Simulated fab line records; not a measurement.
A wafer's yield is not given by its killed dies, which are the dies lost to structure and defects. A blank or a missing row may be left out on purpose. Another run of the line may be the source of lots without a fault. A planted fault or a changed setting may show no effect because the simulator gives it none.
8D (eight disciplines) problem report, filled in by code | flow nandHarc | the parts of the form that need people (team, actions taken, sign-off) are left out

1. PROBLEM STATEMENT
At NHARC_A_M0_CD_MEAS_09, cdNm averages 93.8 nm over 6 wafers from 2 lots, while fault-free wafers read 80.1 nm, standard deviation 0.9. Measured from the usual mean, that is +15 standard deviations.
The step: target cd 80 nm.
Earliest sighting: wafer L272.1 on cdSem-02 at day 25 06:25. At this step, 42 wafers from 14 lots have a number in the record. Rule for "out" (also "out of limits"): further than 4 standard deviations from the usual mean. The other wafers with a number count as sound.

2. WHAT IT IS, AND WHAT IT ISN'T
question                    | is                     | is not
which readings at this step | cdNm                   | -
which lots                  | L272, L273             | L265, L267, L268, L278, L280, L281, L282, L283, L284, L285, L287, L288
which wafers of those lots  | all that have a number | -
read on which gauges        | cdSem-01, cdSem-02     | cdSem-03
when                        | from day 25 06:25      | up to then (9 sound wafers); but 27 sound wafers of L278, L280, L281, L282, L283, L284, L285, L287, L288 came after

3. SUSPECTS, AND WHAT RULES EACH OUT
Counting: a tool stays on the suspect list if, at a process step up to the reading, it processed all lots that are out and no sound lot following the first of them.
- the gauge at NHARC_A_M0_CD_MEAS_09: ruled out. Those wafers that are out were read across 2 gauges (cdSem-01, cdSem-02).
- rieDiel-11 at NHARC_A_BLC_STRIP_29 (strips in CF4): ruled out as a lasting fault. Sound lots L282, L285 ran on it after its first lot that is out, L272 (day 25 03:34).
- lithoTrack-04 at NHARC_A_M0_PEB_07 (peb time 65 s): ruled out as a lasting fault. Sound lots L282, L285 ran on it after its first lot that is out, L272 (day 25 06:20).
Left after counting: nothing in the record.

4. THE CAUSE (what the simulator had put in)
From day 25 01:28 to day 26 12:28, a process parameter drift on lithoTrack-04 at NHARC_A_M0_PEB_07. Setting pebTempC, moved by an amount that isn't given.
The count ruled it out by mistake, since the rule takes a fault to strike every lot its tool runs from the start of the fault on, and this one did not do so.

5. THE CHAIN OF EFFECTS, in route order
Rows list readings where the struck wafers' mean (over those with a number) sits beyond 3 standard deviations from the usual. Readings are gone through only where the record gives a usual standard deviation; hours: the median, over the lots, of the time from a lot's start at the first step in this table giving one to that lot's start at this step; sigmas: the change measured in usual standard deviations.
hours | step                  | reading           | usual    | on struck wafers | change | sigmas
0     | NHARC_A_M0_PEB_07     | heaterPowerTotalW | 156.6 W  | 165.6            | +9.0   | +22
0     | NHARC_A_M0_PEB_07     | plateTempC        | 100.00 C | 104.18           | +4.18  | +30
0     | NHARC_A_M0_CD_MEAS_09 | cdNm              | 80.1 nm  | 93.8             | +13.8  | +15
Here are the process steps it includes:
- NHARC_A_M0_PEB_07: peb time 65 s.

6. HOW IT WOULD HAVE BEEN CAUGHT EARLIER
Counted from the fault's start at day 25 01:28, it took 5 hours until the first out-of-limits reading at a measuring or inspecting step in this record, taken at day 25 06:25.
The tool's own readings at NHARC_A_M0_PEB_07 were out on every struck wafer that the step has a row for (heaterPowerTotalW, plateTempC): an alarm limit on them would have fired on the first of those.
